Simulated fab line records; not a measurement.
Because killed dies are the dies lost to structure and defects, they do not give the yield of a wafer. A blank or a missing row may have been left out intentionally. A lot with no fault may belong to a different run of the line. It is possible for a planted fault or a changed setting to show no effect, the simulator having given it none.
A struck lot beside a sound one / flow n5-finfet / 43 steps out of a route of 1938
Sound: the wafers L591.1, L591.5, L591.6. Struck: wafer L601.3 (L601.1, L601.5, from the same lot, were not struck and are left out); the cause is given at the end.
Per side, at each step with rows, come the tool, then ch with its chambers, and then its first start. Under that, the readings that differ: sound wafers / struck wafers / difference of the means / sigmas: that difference in standard deviations of wafers without a fault.
alike: same words and numbers on both sides, and readings whose means sit less than 2 such deviations apart. not compared: any withheld reading, any reading some wafer has no value for, any bound like >300 that may hide the same value, and any number with overlapping values for which the record gives no deviation.
The two part at a step that has a row with sigmas, a row that says differs or no value, or rows on one side only. When numbers do not overlap yet have no deviation, they are printed without sigmas and do not part them. A reading missing from all wafers of one side parts the sides only when that side holds two or more wafers.

first, 11 steps without rows for these wafers: N5_BEOL_M3_DESCUM_33 (chemistry O2, time 7 s); N5_BEOL_M3_ETCH_77 (etches underlayer in N2/H2, target depth 6.5 nm, time 5.2 s); N5_BEOL_M3_ETCH_69 (etches SiARC in CF4, target depth 15.6 nm, time 26 s); N5_BEOL_M3_ALD_98 (deposits SiO2, target thk 2.5 nm, pulse time 1 s, co reactant pulse time 1 s); N5_BEOL_M3_ETCHBACK_99 (etches SiO2 in CHF3, target depth 5 nm, time 10.4 s); N5_BEOL_M3_ETCH_70 (etches SOC in N2/H2, target depth 80 nm, overetch 16 nm, time 120 s); N5_BEOL_M3_STRIP_71 (strips in N2/H2); N5_BEOL_M3_STRIP_78 (strips in N2/H2); N5_BEOL_M3_VIA_ETCH_34 (etches the open film in C4F6/O2, target depth 69.4 nm, time 65.9 s); N5_BEOL_M3_STRIP_83 (strips in C4F6/O2); N5_BEOL_M3_STRIP_36 (strips in N2/H2).
N5_BEOL_M3_TRENCH_ETCH_37: etches SiOC in C4F6/O2, target depth 55.555 nm, time 29.2 s.
  sound on rie-diel-03 ch 0,1,3; struck on rie-diel-03 ch 1
  alike: drypump-motor-current-A, oes-product-au, rf-vpp-V, showerhead-plenum-p-Torr, throttle-valve-pct
  not compared: rf-hours-counter-h
N5_BEOL_M3_ETCH_41: etches SiCN in CH3F/O2, target depth 29.9 nm, time 52.5 s.
  sound on rie-diel-03 ch 0,1,3, day 8 01:16; struck on rie-diel-03 ch 1, day 10 11:37
reading=rf-vpp-V (V); sound=297.3 297.8 300.2; struck=294.3; difference=-4.1; sigmas=-3
  alike: drypump-motor-current-A, oes-product-au, showerhead-plenum-p-Torr, throttle-valve-pct
  not compared: rf-hours-counter-h
then, 1 step without rows for these wafers: N5_BEOL_M3_STRIP_97 (strips in N2/H2, time 10 s).
N5_BEOL_M3_OCD_MEAS_38:
  sound: ocd-02 at day 8 01:23; struck: ocd-02 at day 10 11:44
  alike: trench-depth-nm
then, 4 steps without rows for these wafers: N5_BEOL_M3_HM_STRIP_39 (strips TiN in peroxide tin strip, target depth 25 nm, time 158 s); N5_BEOL_M3_SRD_40 (time 30 s); N5_BEOL_M3_PRECLEAN_42 (cleans in residue remover, time 60 s); N5_BEOL_M3_SRD_43 (time 30 s).
N5_BEOL_M3_CD_MEAS_35: target cd 18 nm, target cd y 21 nm.
  sound: cd-sem-02 at day 8 01:32; struck: cd-sem-02 at day 10 11:53
  alike: cd-nm
then, 6 steps without rows for these wafers: N5_BEOL_M3_DEGAS_44 (time 60 s); N5_BEOL_M3_PRE_CLEAN_45 (time 30 s); N5_BEOL_M3_ALD_84 (deposits TaN, pulse time 2 s, purge time 3 s, co reactant purge time 2 s); N5_BEOL_M3_SURFACE_TREAT_85; N5_BEOL_M3_CVD_47 (deposits Co from CCTBA/H2, target thk 3 nm, time 223.8 s); N5_BEOL_M3_SPUTTER_48 (material Cu, target thk 4.5 nm, time 8.29 s).
N5_BEOL_M3_ANNEAL_49: time 240 s.
  sound: pvd-sputter-03 at day 8 03:09; struck: pvd-sputter-02 at day 10 12:47
  alike: heater-power-w
then, 2 steps without rows for these wafers: N5_BEOL_M3_SPUTTER_79 (material Cu, target thk 4.5 nm, time 8.29 s); N5_BEOL_M3_ANNEAL_80 (time 240 s).
N5_BEOL_M3_SPUTTER_81: material Cu, target thk 4.5 nm, time 8.29 s.
  sound: pvd-sputter-03 at day 8 03:31; struck: pvd-sputter-02 at day 10 13:08
  alike: chamber-pressure-pa, chuck-sensor-temp-C, throttle-valve-pct
then, 3 steps without rows for these wafers: N5_BEOL_M3_ANNEAL_82 (time 240 s); N5_BEOL_M3_SPUTTER_86 (material Cu, target thk 4.5 nm, time 8.29 s); N5_BEOL_M3_ANNEAL_87 (time 240 s).
N5_BEOL_M3_SPUTTER_88: material Cu, target thk 4.5 nm, time 8.29 s.
  sound: pvd-sputter-03 at day 8 03:57; struck: pvd-sputter-02 at day 10 13:35
reading=chamber-pressure-pa (Pa); sound=0.07 0.07013 0.07017; struck=0.06979; difference=-0.00031; sigmas=-2
  alike: chuck-sensor-temp-C, throttle-valve-pct
then, 7 steps without rows for these wafers: N5_BEOL_M3_ANNEAL_89 (time 240 s); N5_BEOL_M3_SPUTTER_90 (material Cu, target thk 4.5 nm, time 8.29 s); N5_BEOL_M3_ANNEAL_91 (time 240 s); N5_BEOL_M3_SPUTTER_92 (material Cu, target thk 4.5 nm, time 8.29 s); N5_BEOL_M3_ANNEAL_93 (time 240 s); N5_BEOL_M3_SPUTTER_94 (material Cu, target thk 4.5 nm, time 8.29 s); N5_BEOL_M3_ANNEAL_95 (time 240 s).
N5_BEOL_M3_SPUTTER_96: material Cu, target thk 4.5 nm, time 8.29 s.
  sound: pvd-sputter-03 at day 8 04:50; struck: pvd-sputter-02 at day 10 14:28
  alike: chamber-pressure-pa, chuck-sensor-temp-C, throttle-valve-pct
-- a jump in the record: the struck wafers' starts before and after are 5 days apart (it breaks off in module BEOL_M3 and resumes in module PASSIVATION, where the first step shown is number 1936 of the route) --
N5_PASSIVATION_PROBE_49:
  the record has rows for the struck wafers here (prober-02, day 15 19:01) and none for the sound ones

## WHERE THEY PART
Last at N5_PASSIVATION_PROBE_49 as far as this record goes, first at N5_BEOL_M3_ETCH_41.

WHY: what had been put in by the simulator
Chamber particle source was rie-diel-03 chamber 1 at N5_BEOL_M3_ETCH_41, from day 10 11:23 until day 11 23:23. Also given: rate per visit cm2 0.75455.
